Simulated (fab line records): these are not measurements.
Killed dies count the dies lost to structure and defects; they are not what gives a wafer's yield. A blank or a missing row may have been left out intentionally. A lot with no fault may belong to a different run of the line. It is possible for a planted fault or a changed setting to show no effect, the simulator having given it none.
fab line records	flow n5-finfet
record lots=24	wafers=72	last-day=17
route steps=1938 shown BEOL_M0@736 BEOL_M1@754
lots with no fault: from the same line, run without faults
start-h: the number of hours between the record's first day and the start of the first shown wafer of the lot	wait-h: hours since the lot's step before	" repeats the value in the row above	L1.1+2: a row that stands for several wafers	- no value, or no start given	* or withheld: withheld	< > ~ a bound
route shown NAME@n: names a module that has steps shown in the file, with the first one's number in the route	usual: mean/standard deviation taken from wafers without a fault	same: alike in all rows	chamber/n: place in a boat	sites: readings site by site	_std_site: standard deviation of those values	_edge_site: the outer-site mean with the inner-site mean subtracted	radius-mm: for every site, how far away it sits from the centre of the wafer	mask NAME#n: copy n	behind: the most recent tool/chamber to have shaped the wafer	hold: reason for holding the lot/hours on hold/outcome of the hold	device: names the non-switching transistor (n, p or np)	end of line: tests run on the same wafers once the route is complete	for a step that has no rows: nothing shown but its recipe	killed: at the first sort, the dies lost to defects and structure; wafer yield is something else	map: shows each die of a wafer: x if killed, . if not, _ if none is there
set.NAME: the setting the step ran with; set.NAME@STEP: the setting that earlier step ran with	model.NAME: the simulator's own value behind a step, which no gauge read
route steps across a sampled set of lots; one table per step, one row per wafer
services: from which hour (start-h, from the record's first day; less than 0 if before it) a tool's chamber was out of use, for how many hours, and why
## steps
# step N5_BEOL_M0_SPUTTER_132
# recipe material=Cu	target-thk-a=40	temp-c=-20	chamber-pressure-pa=0.07	power-w=withheld	time-s=7.37
# usual throttle-valve-pct=30.1/1.5
lot.wafer	tool	chamber	start-h	wait-h	throttle-valve-pct
L074.3	pvd-sputter-02	-	120.97	0.0	31.6
L074.4	"	-	"	"	29.2
L074.5	"	-	"	"	31.8
L075.2	pvd-sputter-01	-	126.32	0.0	29.0
L075.3	"	-	"	"	30.5
L075.5	"	-	"	"	27.2
L076.3	pvd-sputter-02	-	128.13	0.0	30.3
L076.5	"	-	"	"	31.7
L076.6	"	-	"	"	30.1
L077.1	pvd-sputter-01	-	133.61	0.0	30.7
L077.4	"	-	"	"	28.8
L077.5	"	-	"	"	29.3
L078.2	pvd-sputter-02	-	140.58	0.0	31.5
L078.5	"	-	"	"	30.1
L078.6	"	-	"	"	31.4
L079.1	pvd-sputter-01	-	151.27	0.0	27.2
L079.2	"	-	"	"	31.0
L079.3	"	-	"	"	30.7
L080.2	pvd-sputter-03	-	153.25	0.0	29.9
L080.5	"	-	"	"	28.6
L080.6	"	-	"	"	32.6
L081.2	pvd-sputter-03	-	154.66	0.0	29.6
L081.4	"	-	"	"	29.7
L081.5	"	-	"	"	28.0
L082.2	pvd-sputter-01	-	168.96	0.0	29.0
L082.3	"	-	"	"	27.2
L082.5	"	-	"	"	27.5
L083.1	pvd-sputter-01	-	172.32	0.0	28.8
L083.3	"	-	"	"	30.6
L083.4	"	-	"	"	27.3
L084.2	pvd-sputter-02	-	179.24	0.0	30.3
L084.3	"	-	"	"	29.4
L084.4	"	-	"	"	31.5
L085.3	pvd-sputter-03	-	188.06	0.0	28.5
L085.5	"	-	"	"	32.6
L085.6	"	-	"	"	28.3
L086.4	pvd-sputter-02	-	199.37	0.0	31.4
L086.5	"	-	"	"	31.7
L086.6	"	-	"	"	30.5
L087.2	pvd-sputter-02	-	200.68	0.0	31.6
L087.3	"	-	"	"	31.6
L087.5	"	-	"	"	29.5
L088.2	pvd-sputter-01	-	204.95	0.0	30.5
L088.4	"	-	"	"	30.7
L088.6	"	-	"	"	30.7
L089.1	pvd-sputter-02	-	206.27	0.0	31.4
L089.2	"	-	"	"	30.4
L089.3	"	-	"	"	29.2
L090.1	pvd-sputter-02	-	212.69	0.0	30.0
L090.2	"	-	"	"	31.6
L090.3	"	-	"	"	29.3
L091.1	pvd-sputter-03	-	220.43	0.0	29.7
L091.5	"	-	"	"	28.7
L091.6	"	-	"	"	32.5
L092.3	pvd-sputter-02	-	229.45	0.0	29.4
L092.4	"	-	"	"	31.7
L092.5	"	-	"	"	31.6
L094.1	pvd-sputter-03	-	237.76	0.0	28.0
L094.2	"	-	"	"	32.6
L094.4	"	-	"	"	29.8
L093.1	pvd-sputter-02	-	238.31	0.0	29.5
L093.2	"	-	"	"	30.3
L093.5	"	-	"	"	29.2
L095.1	pvd-sputter-03	-	246.02	0.0	29.9
L095.3	"	-	"	"	28.2
L095.4	"	-	"	"	32.7
L096.2	pvd-sputter-03	-	259.96	0.0	28.1
L096.3	"	-	"	"	32.2
L096.6	"	-	"	"	29.9
L097.3	pvd-sputter-01	-	262.14	0.0	27.2
L097.5	"	-	"	"	31.0
L097.6	"	-	"	"	27.4
# step N5_BEOL_M0_ANNEAL_135
# recipe temp-c=400	time-s=60	ambient=vacuum
# usual heater-power-w=825/92	susceptor_temp_C_max=400.9/0.38
lot.wafer	tool	chamber	start-h	wait-h	heater-power-w	susceptor_temp_C_max
L074.3	pvd-sputter-02	-	121.17	0.0	880	400.8
L074.4	"	-	"	"	1030	401.3
L074.5	"	-	"	"	869	400.6
L075.2	pvd-sputter-01	-	126.52	0.0	748	400.9
L075.3	"	-	"	"	782	401.3
L075.5	"	-	"	"	719	401.2
L076.3	pvd-sputter-02	-	128.33	0.0	775	400.4
L076.5	"	-	"	"	879	400.4
L076.6	"	-	"	"	778	400.8
L077.1	pvd-sputter-01	-	133.81	0.0	931	400.4
L077.4	"	-	"	"	741	401.0
L077.5	"	-	"	"	738	400.8
L078.2	pvd-sputter-02	-	140.80	0.0	898	400.6
L078.5	"	-	"	"	796	400.9
L078.6	"	-	"	"	879	400.2
L079.1	pvd-sputter-01	-	151.47	0.0	748	400.5
L079.2	"	-	"	"	952	400.3
L079.3	"	-	"	"	780	401.4
L080.2	pvd-sputter-03	-	153.45	0.0	797	401.4
L080.5	"	-	"	"	761	400.9
L080.6	"	-	"	"	748	401.0
L081.2	pvd-sputter-03	-	154.86	0.0	823	400.9
L081.4	"	-	"	"	805	401.0
L081.5	"	-	"	"	741	401.3
L082.2	pvd-sputter-01	-	169.16	0.0	754	401.1
L082.3	"	-	"	"	709	400.6
L082.5	"	-	"	"	726	400.7
L083.1	pvd-sputter-01	-	172.52	0.0	741	401.7
L083.3	"	-	"	"	777	400.9
L083.4	"	-	"	"	714	400.9
L084.2	pvd-sputter-02	-	179.44	0.0	780	401.4
L084.3	"	-	"	"	1005	400.4
L084.4	"	-	"	"	880	400.6
L085.3	pvd-sputter-03	-	188.26	0.0	781	401.3
L085.5	"	-	"	"	748	400.2
L085.6	"	-	"	"	740	400.8
L086.4	pvd-sputter-02	-	199.57	0.0	870	400.2
L086.5	"	-	"	"	884	401.1
L086.6	"	-	"	"	794	401.0
L087.2	pvd-sputter-02	-	200.88	0.0	867	401.4
L087.3	"	-	"	"	857	400.3
L087.5	"	-	"	"	1011	400.9
L088.2	pvd-sputter-01	-	205.15	0.0	786	401.1
L088.4	"	-	"	"	900	400.6
L088.6	"	-	"	"	941	401.0
L089.1	pvd-sputter-02	-	206.47	0.0	850	400.2
L089.2	"	-	"	"	772	401.2
L089.3	"	-	"	"	979	401.0
L090.1	pvd-sputter-02	-	212.89	0.0	783	400.9
L090.2	"	-	"	"	887	400.5
L090.3	"	-	"	"	1015	400.5
L091.1	pvd-sputter-03	-	220.63	0.0	803	400.9
L091.5	"	-	"	"	771	400.8
L091.6	"	-	"	"	733	400.7
L092.3	pvd-sputter-02	-	229.65	0.0	999	400.6
L092.4	"	-	"	"	856	400.7
L092.5	"	-	"	"	877	400.4
L094.1	pvd-sputter-03	-	237.98	0.0	736	400.9
L094.2	"	-	"	"	738	400.9
L094.4	"	-	"	"	808	401.5
L093.1	pvd-sputter-02	-	238.51	0.0	1005	400.5
L093.2	"	-	"	"	784	400.8
L093.5	"	-	"	"	1016	400.7
L095.1	pvd-sputter-03	-	246.23	0.0	818	400.9
L095.3	"	-	"	"	717	400.9
L095.4	"	-	"	"	738	401.2
L096.2	pvd-sputter-03	-	260.16	0.0	720	401.7
L096.3	"	-	"	"	742	401.0
L096.6	"	-	"	"	798	401.3
L097.3	pvd-sputter-01	-	262.34	0.0	740	401.0
L097.5	"	-	"	"	955	400.9
L097.6	"	-	"	"	719	401.0
# step N5_BEOL_M1_HM_DEP_02
# recipe material=TiN	target-thk-a=200	temp-c=25	chamber-pressure-pa=0.49996
# usual throttle-valve-pct=29.9/1.5
lot.wafer	tool	chamber	start-h	wait-h	throttle-valve-pct
L074.3	pvd-sputter-02	-	123.33	0.8	30.2
L074.4	"	-	"	"	29.3
L074.5	"	-	"	"	32.0
L075.2	pvd-sputter-03	-	127.88	0.0	28.1
L075.3	"	-	"	"	32.4
L075.5	"	-	"	"	29.9
L076.3	pvd-sputter-03	-	130.65	0.3	28.2
L076.5	"	-	"	"	29.9
L076.6	"	-	"	"	28.4
L077.1	pvd-sputter-01	-	137.05	1.3	30.5
L077.4	"	-	"	"	27.2
L077.5	"	-	"	"	29.0
L078.2	pvd-sputter-01	-	145.61	0.7	30.8
L078.5	"	-	"	"	30.6
L078.6	"	-	"	"	28.9
L079.1	pvd-sputter-02	-	153.75	0.4	31.7
L079.2	"	-	"	"	31.5
L079.3	"	-	"	"	29.1
L080.2	pvd-sputter-02	-	157.25	0.3	29.3
L080.5	"	-	"	"	31.6
L080.6	"	-	"	"	29.2
L081.2	pvd-sputter-03	-	159.85	1.9	30.0
L081.4	"	-	"	"	27.9
L081.5	"	-	"	"	29.9
L082.2	pvd-sputter-01	-	172.84	2.4	30.5
L082.3	"	-	"	"	30.7
L082.5	"	-	"	"	29.1
L083.1	pvd-sputter-01	-	174.35	0.6	30.8
L083.3	"	-	"	"	27.4
L083.4	"	-	"	"	29.0
L084.2	pvd-sputter-01	-	183.40	2.7	28.9
L084.3	"	-	"	"	30.6
L084.4	"	-	"	"	27.2
L085.3	pvd-sputter-03	-	191.02	1.5	27.9
L085.5	"	-	"	"	30.0
L085.6	"	-	"	"	28.2
L086.4	pvd-sputter-01	-	202.55	1.1	30.4
L086.5	"	-	"	"	27.5
L086.6	"	-	"	"	30.5
L087.2	pvd-sputter-01	-	202.83	0.6	30.7
L087.3	"	-	"	"	31.0
L087.5	"	-	"	"	30.7
L088.2	pvd-sputter-03	-	208.64	1.9	29.8
L088.4	"	-	"	"	28.6
L088.6	"	-	"	"	28.5
L089.1	pvd-sputter-02	-	208.91	1.2	29.3
L089.2	"	-	"	"	31.7
L089.3	"	-	"	"	31.5
L090.1	pvd-sputter-01	-	214.38	0.2	30.4
L090.2	"	-	"	"	27.2
L090.3	"	-	"	"	29.1
L091.1	pvd-sputter-02	-	222.47	0.5	31.7
L091.5	"	-	"	"	30.4
L091.6	"	-	"	"	31.8
L092.3	pvd-sputter-01	-	233.03	1.9	29.1
L092.4	"	-	"	"	27.3
L092.5	"	-	"	"	30.5
L094.1	pvd-sputter-01	-	242.90	3.5	30.5
L094.2	"	-	"	"	29.3
L094.4	"	-	"	"	30.7
L093.1	pvd-sputter-01	-	243.14	3.1	27.4
L093.2	"	-	"	"	29.2
L093.5	"	-	"	"	29.0
L095.1	pvd-sputter-02	-	248.84	1.3	30.2
L095.3	"	-	"	"	29.2
L095.4	"	-	"	"	31.7
L096.2	pvd-sputter-03	-	262.24	0.8	32.6
L096.3	"	-	"	"	30.0
L096.6	"	-	"	"	32.6
L097.3	pvd-sputter-02	-	264.83	1.1	31.3
L097.5	"	-	"	"	31.6
L097.6	"	-	"	"	30.1
# step N5_BEOL_M1_HM_OPEN_17
# recipe chemistry=Cl2/BCl3	target-depth-a=200	overetch-a=60	target=TiN	mask-material=SOC	ion-energy-ev=150	pressure-mtorr=10	icp-w=1000	bias-w=126	Cl2_flow_sccm=53.25	bcl3-flow-sccm=21.75	Ar_flow_sccm=25
# usual bcl3-flow-sccm=21.76/0.065	drypump-motor-current-A=5.8/0.34	oes_ar_750_au=0.74/0.11	oes-product-au=0.64/0.11	throttle-valve-pct=22.2/0.33
lot.wafer	tool	chamber	start-h	wait-h	bcl3-flow-sccm	drypump-motor-current-A	oes_ar_750_au	oes-product-au	rf-hours-counter-h	throttle-valve-pct
L074.3	rie-metal-02	1	124.16	0.1	21.90	5.7	0.59	0.51	-	21.6
L074.4	"	0	"	"	21.70	5.6	0.74	0.61	-	22.3
L074.5	"	1	"	"	21.85	5.7	0.58	0.50	-	21.6
L075.2	rie-metal-01	0	128.69	0.1	21.84	6.0	0.64	0.55	-	22.6
L075.3	"	0	"	"	21.75	6.0	0.64	0.54	-	22.6
L075.5	"	0	"	"	21.80	6.0	0.64	0.54	-	22.6
L076.3	rie-metal-02	1	131.45	0.1	21.82	5.7	0.58	0.50	-	21.6
L076.5	"	0	"	"	21.70	5.6	0.74	0.61	-	22.3
L076.6	"	1	"	"	21.80	5.8	0.58	0.50	-	21.6
L077.1	rie-metal-02	0	137.81	0.0	21.81	5.7	0.74	0.62	68	22.3
L077.4	"	0	"	"	21.77	5.6	0.74	0.61	-	22.4
L077.5	"	0	"	"	21.73	5.7	0.74	0.60	-	22.4
L078.2	rie-metal-03	0	146.53	0.0	21.69	6.6	0.67	0.57	102	22.1
L078.5	"	0	"	"	21.80	6.6	0.67	0.56	-	22.1
L078.6	"	1	"	"	21.76	5.2	0.74	0.65	-	22.4
L079.1	rie-metal-01	0	154.63	0.0	21.81	6.0	0.64	0.54	109	22.6
L079.2	"	1	"	"	21.80	5.8	0.92	0.83	2	22.1
L079.3	"	0	"	"	21.76	6.0	0.64	0.55	-	22.6
L080.2	rie-metal-01	1	158.13	0.0	21.82	5.7	0.91	0.81	3	22.1
L080.5	"	0	"	"	21.80	5.9	0.64	0.55	-	22.6
L080.6	"	1	"	"	21.87	5.7	0.91	0.81	-	22.1
L081.2	rie-metal-02	0	160.77	0.1	21.84	5.7	0.73	0.62	-	22.3
L081.4	"	0	"	"	21.83	5.6	0.73	0.61	-	22.3
L081.5	"	0	"	"	21.86	5.7	0.73	0.61	-	22.3
L082.2	rie-metal-01	1	174.74	0.0	21.65	5.7	0.89	0.79	4	22.1
L082.3	"	1	"	"	21.63	5.7	0.89	0.81	-	22.1
L082.5	"	0	"	"	21.71	6.0	0.63	0.53	-	22.6
L083.1	rie-metal-01	0	175.50	0.0	21.80	6.0	0.63	0.54	111	22.6
L083.3	"	1	"	"	21.68	5.7	0.89	0.80	-	22.1
L083.4	"	0	"	"	21.69	6.0	0.64	0.54	-	22.6
L084.2	rie-metal-01	1	184.74	0.0	21.70	5.7	0.90	0.79	5	22.1
L084.3	"	0	"	"	21.77	6.0	0.63	0.54	-	22.6
L084.4	"	1	"	"	21.83	5.7	0.89	0.79	-	22.1
L085.3	rie-metal-02	0	191.83	0.1	21.77	5.6	0.73	0.61	-	22.3
L085.5	"	0	"	"	21.80	5.6	0.73	0.59	-	22.4
L085.6	"	1	"	"	21.64	5.7	0.95	0.83	-	21.5
L086.4	rie-metal-02	1	203.34	0.1	21.81	5.7	0.94	0.83	-	21.6
L086.5	"	1	"	"	21.74	5.8	0.94	0.81	-	21.6
L086.6	"	0	"	"	21.70	5.7	0.72	0.60	-	22.3
L087.2	rie-metal-01	1	203.77	0.0	21.71	5.7	0.87	0.78	8	22.1
L087.3	"	0	"	"	21.62	5.9	0.63	0.53	-	22.6
L087.5	"	1	"	"	21.70	5.7	0.86	0.78	-	22.1
L088.2	rie-metal-03	1	209.40	0.0	21.71	5.2	0.72	0.64	51	22.4
L088.4	"	1	"	"	21.72	5.2	0.72	0.65	-	22.4
L088.6	"	0	"	"	21.59	6.6	0.66	0.56	-	22.1
L089.1	rie-metal-03	1	209.71	0.1	21.75	5.2	0.72	0.65	51	22.4
L089.2	"	0	"	"	21.66	6.6	0.66	0.55	105	22.1
L089.3	"	1	"	"	21.82	5.1	0.72	0.65	-	22.4
L090.1	rie-metal-02	1	215.14	0.0	21.76	5.8	0.93	0.80	4	21.6
L090.2	"	0	"	"	21.83	5.7	0.72	0.59	76	22.3
L090.3	"	0	"	"	21.81	5.7	0.72	0.59	-	22.4
L091.1	rie-metal-01	0	223.53	0.0	21.74	6.0	0.62	0.53	116	22.6
L091.5	"	1	"	"	21.77	5.7	0.86	0.77	-	22.1
L091.6	"	0	"	"	21.78	5.9	0.62	0.52	-	22.6
L092.3	rie-metal-03	0	233.94	0.1	21.84	6.6	0.66	0.55	-	22.1
L092.4	"	1	"	"	21.85	5.2	0.72	0.64	-	22.4
L092.5	"	0	"	"	21.70	6.6	0.66	0.56	-	22.1
L094.1	rie-metal-01	0	243.84	0.0	21.73	6.0	0.62	0.53	118	22.6
L094.2	"	1	"	"	21.74	5.7	0.85	0.75	12	22.1
L094.4	"	1	"	"	21.85	5.7	0.85	0.76	-	22.1
L093.1	rie-metal-03	1	244.02	0.0	21.77	5.1	0.71	0.65	53	22.4
L093.2	"	0	"	"	21.76	6.6	0.66	0.55	108	22.1
L093.5	"	1	"	"	21.73	5.2	0.71	0.64	-	22.4
L095.1	rie-metal-02	0	249.71	0.0	21.66	5.6	0.72	0.60	79	22.3
L095.3	"	0	"	"	21.68	5.6	0.71	0.60	-	22.4
L095.4	"	1	"	"	21.78	5.8	0.91	0.77	-	21.6
L096.2	rie-metal-01	0	263.00	0.0	21.78	6.0	0.62	0.52	120	22.6
L096.3	"	1	"	"	21.80	5.7	0.85	0.75	-	22.1
L096.6	"	1	"	"	21.75	5.7	0.84	0.74	-	22.1
L097.3	rie-metal-02	1	265.75	0.1	21.94	5.8	0.90	0.77	-	21.6
L097.5	"	0	"	"	21.68	5.6	0.71	0.58	-	22.4
L097.6	"	1	"	"	21.82	5.7	0.90	0.77	-	21.6
# step N5_BEOL_M1_ETCH_69
# recipe chemistry=CF4	target=SiARC	target-depth-a=156	mask-material=CAR-EUV	time-s=26	ion-energy-ev=80	pressure-mtorr=40	source-w=545	bias-w=36	Ar_flow_sccm=100	cf4-flow-sccm=100	ends=cleared
# usual drypump-motor-current-A=6.0/0.57	etch-rf-on-time-s=25.7/0.82	oes-product-au=0.65/0.07	rf-vpp-V=183.8/1.1	showerhead-plenum-p-Torr=2.12/0.057	throttle-valve-pct=15.70/0.2
lot.wafer	tool	chamber	start-h	wait-h	drypump-motor-current-A	etch-rf-on-time-s	oes-product-au	rf-hours-counter-h	rf-vpp-V	showerhead-plenum-p-Torr	throttle-valve-pct
L074.3	rie-diel-06	3	125.09	0.0	6.8	26.6	0.60	211	181.8	2.02	15.74
L074.4	"	1	"	"	5.9	26.0	0.59	240	183.2	2.11	15.97
L074.5	"	1	"	"	5.9	25.7	0.60	-	185.5	2.11	15.97
L075.2	rie-diel-03	0	129.59	0.0	6.4	24.6	0.68	137	182.1	2.06	15.59
L075.3	"	3	"	"	6.4	25.7	0.61	212	183.8	2.11	15.72
L075.5	"	2	"	"	6.2	25.6	0.59	-	185.3	2.17	15.46
L076.3	rie-diel-04	1	132.17	0.0	6.4	26.3	0.76	19	183.6	2.09	15.73
L076.5	"	1	"	"	6.5	26.2	0.77	-	184.8	2.09	15.72
L076.6	"	0	"	"	6.4	27.4	0.60	-	184.4	2.13	15.39
L077.1	rie-diel-06	0	138.48	0.0	6.1	25.4	0.68	96	184.0	2.16	15.67
L077.4	"	3	"	"	6.8	27.0	0.59	213	180.5	2.02	15.73
L077.5	"	2	"	"	4.9	25.4	0.62	-	183.5	2.13	15.85
L078.2	rie-diel-06	0	147.35	0.0	6.1	24.9	0.69	98	182.4	2.16	15.68
L078.5	"	3	"	"	6.8	26.5	0.60	-	183.0	2.02	15.75
L078.6	"	0	"	"	6.1	25.0	0.70	-	183.6	2.16	15.66
L079.1	rie-diel-03	0	155.30	0.0	6.4	24.5	0.67	147	183.7	2.06	15.60
L079.2	"	2	"	"	6.2	25.5	0.59	267	184.4	2.17	15.48
L079.3	"	3	"	"	6.4	25.6	0.61	222	183.7	2.11	15.75
L080.2	rie-diel-06	2	158.80	0.0	4.9	25.5	0.62	199	182.5	2.13	15.87
L080.5	"	2	"	"	4.9	25.4	0.62	-	181.8	2.13	15.87
L080.6	"	0	"	"	6.1	25.5	0.69	-	185.2	2.16	15.69
L081.2	rie-diel-06	2	161.64	0.0	4.9	25.3	0.62	200	183.4	2.13	15.87
L081.4	"	2	"	"	4.9	25.4	0.62	-	182.6	2.13	15.86
L081.5	"	0	"	"	6.1	25.4	0.69	-	183.3	2.16	15.69
L082.2	rie-diel-03	2	175.51	0.0	6.2	25.5	0.58	271	184.0	2.16	15.49
L082.3	"	3	"	"	6.5	25.5	0.61	230	182.6	2.10	15.76
L082.5	"	3	"	"	6.5	25.6	0.60	-	185.9	2.10	15.76
L083.1	rie-diel-04	1	176.30	0.0	6.5	26.3	0.75	32	182.9	2.09	15.74
L083.3	"	0	"	"	6.3	27.3	0.59	181	182.2	2.13	15.42
L083.4	"	3	"	"	5.6	25.9	0.64	165	185.7	2.23	16.01
L084.2	rie-diel-03	1	185.67	0.0	5.8	25.7	0.65	161	184.5	2.20	15.75
L084.3	"	3	"	"	6.5	25.5	0.61	233	183.5	2.10	15.78
L084.4	"	2	"	"	6.2	25.6	0.58	274	185.2	2.16	15.50
L085.3	rie-diel-03	1	192.65	0.0	5.8	25.5	0.64	163	185.1	2.20	15.76
L085.5	"	0	"	"	6.4	24.4	0.66	-	184.3	2.05	15.62
L085.6	"	3	"	"	6.5	25.5	0.60	-	183.8	2.10	15.77
L086.4	rie-diel-03	0	204.21	0.0	6.4	24.4	0.67	-	182.8	2.05	15.63
L086.5	"	1	"	"	5.8	25.6	0.65	-	184.6	2.20	15.76
L086.6	"	3	"	"	6.5	25.6	0.60	-	183.4	2.10	15.79
L087.2	rie-diel-06	2	204.79	0.0	4.9	25.0	0.62	218	182.2	2.12	15.92
L087.3	"	3	"	"	6.8	26.6	0.58	238	183.9	2.01	15.77
L087.5	"	0	"	"	6.1	25.2	0.67	-	183.7	2.15	15.73
L088.2	rie-diel-04	2	210.20	0.0	5.1	26.7	0.70	58	183.7	2.10	15.63
L088.4	"	3	"	"	5.6	26.5	0.63	175	183.5	2.23	16.05
L088.6	"	0	"	"	6.3	27.5	0.58	-	183.8	2.12	15.43
L089.1	rie-diel-06	3	210.54	0.0	6.8	26.8	0.58	240	183.3	2.01	15.78
L089.2	"	2	"	"	4.9	25.1	0.61	220	183.3	2.12	15.92
L089.3	"	0	"	"	6.1	25.1	0.67	123	184.4	2.15	15.74
L090.1	rie-diel-06	1	215.81	0.0	6.0	25.6	0.85	3	182.5	2.11	15.49
L090.2	"	0	"	"	6.1	25.1	0.67	125	184.4	2.15	15.73
L090.3	"	3	"	"	6.8	27.2	0.57	242	183.8	2.01	15.80
L091.1	rie-diel-03	2	224.38	0.0	6.2	25.1	0.85	1	183.5	2.16	14.99
L091.5	"	0	"	"	6.3	24.3	0.66	-	183.3	2.05	15.65
L091.6	"	1	"	"	5.8	25.3	0.64	-	183.8	2.20	15.78
L092.3	rie-diel-06	0	234.63	0.0	6.1	25.1	0.67	130	183.7	2.15	15.74
L092.4	"	2	"	"	4.9	25.6	0.61	228	184.8	2.12	15.93
L092.5	"	1	"	"	5.9	25.6	0.83	-	181.7	2.10	15.49
L094.1	rie-diel-03	0	244.69	0.0	6.4	24.1	0.66	177	182.3	2.05	15.66
L094.2	"	2	"	"	6.2	24.6	0.84	7	184.4	2.16	15.01
L094.4	"	2	"	"	6.2	24.6	0.83	-	183.2	2.16	15.00
L093.1	rie-diel-06	0	244.87	0.0	6.1	25.5	0.66	133	184.1	2.15	15.72
L093.2	"	2	"	"	4.9	25.7	0.60	231	184.4	2.12	15.94
L093.5	"	1	"	"	5.9	25.5	0.83	-	185.7	2.10	15.50
L095.1	rie-diel-04	2	250.42	0.0	5.2	25.8	0.70	70	184.1	2.10	15.66
L095.3	"	0	"	"	6.4	27.1	0.58	202	184.1	2.12	15.45
L095.4	"	1	"	"	6.5	26.3	0.71	54	183.5	2.08	15.81
L096.2	rie-diel-03	0	263.88	0.0	6.4	24.1	0.66	185	183.4	2.04	15.68
L096.3	"	1	"	"	5.8	25.1	0.63	189	184.5	2.19	15.80
L096.6	"	3	"	"	6.5	25.7	0.85	-	184.0	2.10	15.29
L097.3	rie-diel-04	2	266.39	0.0	5.1	26.0	0.69	74	183.1	2.10	15.68
L097.5	"	1	"	"	6.4	26.4	0.71	-	184.3	2.08	15.78
L097.6	"	0	"	"	6.3	27.3	0.57	-	183.2	2.12	15.47
# step N5_BEOL_M1_ALD_98
# recipe material=SiO2	target-thk-a=25	temp-c=100	ald-precursor-family=BDEAS	ald-co-reactant=O2-plasma	pulse-time-s=1	co-reactant-pulse-time-s=1	purge-time-s=2	co-reactant-purge-time-s=2	ald-cycles=17	pressure-torr=2
# usual heater-power-w=73/4.4	precursor-pulse-height-rel=0.997/0.021
# same pulse-time-s=1
lot.wafer	tool	chamber	start-h	wait-h	heater-power-w	precursor-pulse-height-rel
L074.3	ald-sin-02	2	125.18	0.1	68	1.030
L074.4	"	3	"	"	75	0.969
L074.5	"	2	"	"	69	0.981
L075.2	ald-sin-03	2	129.67	0.1	73	1.016
L075.3	"	1	"	"	75	0.968
L075.5	"	0	"	"	75	0.984
L076.3	ald-sin-03	0	132.66	0.5	77	0.991
L076.5	"	2	"	"	71	1.018
L076.6	"	1	"	"	77	0.970
L077.1	ald-sin-03	1	138.57	0.1	75	1.039
L077.4	"	3	"	"	79	1.002
L077.5	"	2	"	"	73	0.970
L078.2	ald-sin-01	1	147.84	0.5	78	0.989
L078.5	"	3	"	"	75	1.001
L078.6	"	2	"	"	64	1.006
L079.1	ald-sin-02	1	155.39	0.1	67	0.993
L079.2	"	3	"	"	74	0.974
L079.3	"	0	"	"	75	1.026
L080.2	ald-sin-02	0	159.10	0.3	73	0.974
L080.5	"	3	"	"	74	0.974
L080.6	"	0	"	"	73	0.969
L081.2	ald-sin-01	1	161.72	0.1	79	1.002
L081.4	"	3	"	"	72	1.024
L081.5	"	0	"	"	72	0.996
L082.2	ald-sin-01	2	175.59	0.1	67	1.022
L082.3	"	0	"	"	71	1.006
L082.5	"	2	"	"	67	1.018
L083.1	ald-sin-03	1	176.38	0.1	77	0.984
L083.3	"	2	"	"	72	1.008
L083.4	"	2	"	"	73	0.998
L084.2	ald-sin-01	2	186.45	0.8	66	0.991
L084.3	"	1	"	"	79	0.993
L084.4	"	0	"	"	71	0.971
L085.3	ald-sin-01	3	192.74	0.1	73	0.995
L085.5	"	1	"	"	77	1.014
L085.6	"	0	"	"	71	0.972
L086.4	ald-sin-02	0	204.31	0.1	77	0.982
L086.5	"	1	"	"	67	0.957
L086.6	"	2	"	"	68	0.985
L087.2	ald-sin-02	0	204.88	0.1	73	0.990
L087.3	"	2	"	"	68	1.020
L087.5	"	0	"	"	75	1.008
L088.2	ald-sin-02	0	210.29	0.1	74	0.964
L088.4	"	2	"	"	68	1.008
L088.6	"	0	"	"	72	1.013
L089.1	ald-sin-02	1	210.71	0.1	66	0.993
L089.2	"	3	"	"	74	1.016
L089.3	"	0	"	"	74	0.962
L090.1	ald-sin-02	3	215.89	0.1	74	1.029
L090.2	"	1	"	"	68	0.985
L090.3	"	2	"	"	68	1.003
L091.1	ald-sin-02	3	224.51	0.1	74	0.969
L091.5	"	1	"	"	68	0.989
L091.6	"	0	"	"	74	1.018
L092.3	ald-sin-01	1	234.71	0.1	79	0.935
L092.4	"	0	"	"	72	1.002
L092.5	"	2	"	"	66	0.984
L094.1	ald-sin-02	1	244.77	0.1	67	1.036
L094.2	"	3	"	"	76	1.007
L094.4	"	0	"	"	76	1.001
L093.1	ald-sin-03	1	244.95	0.1	77	0.984
L093.2	"	2	"	"	73	1.002
L093.5	"	2	"	"	71	1.030
L095.1	ald-sin-03	2	250.50	0.1	73	0.972
L095.3	"	3	"	"	81	1.014
L095.4	"	0	"	"	76	1.007
L096.2	ald-sin-03	0	263.96	0.1	76	0.971
L096.3	"	2	"	"	74	0.983
L096.6	"	2	"	"	74	0.976
L097.3	ald-sin-03	1	266.48	0.1	74	0.968
L097.5	"	0	"	"	77	0.993
L097.6	"	3	"	"	83	1.008
## services
tool	chamber	start-h	hours	kind
ald-sin-02	-	107.56	0.9	repair
rie-diel-03	3	108.49	18.4	repair
rie-metal-01	1	114.72	-	clean
rie-metal-01	1	114.72	16.6	scheduled-down
rie-metal-01	1	114.72	16.6	vent-cycle
rie-diel-06	2	117.44	3.9	repair
ald-sin-03	-	121.84	0.7	repair
rie-diel-06	3	129.47	5.2	repair
ald-sin-03	-	139.25	6.1	pm
rie-diel-06	1	155.83	-	clean
rie-diel-06	1	155.83	-	consumable-replace:focus-ring
rie-diel-06	1	155.83	41.8	scheduled-down
rie-diel-06	1	155.83	41.8	vent-cycle
rie-diel-03	2	162.91	8.3	repair
rie-diel-03	-	183.68	1.5	repair
rie-diel-04	-	189.36	0.7	repair
rie-diel-03	2	189.95	11.4	repair
rie-metal-03	0	191.47	12.2	repair
rie-metal-02	-	196.12	2.8	pm
rie-diel-06	1	200.94	9.8	repair
ald-sin-02	3	202.94	4.4	repair
ald-sin-03	3	224.49	4.0	repair
ald-sin-02	0	225.51	2.2	repair
rie-diel-03	0	248.64	2.4	repair
## key
fault none
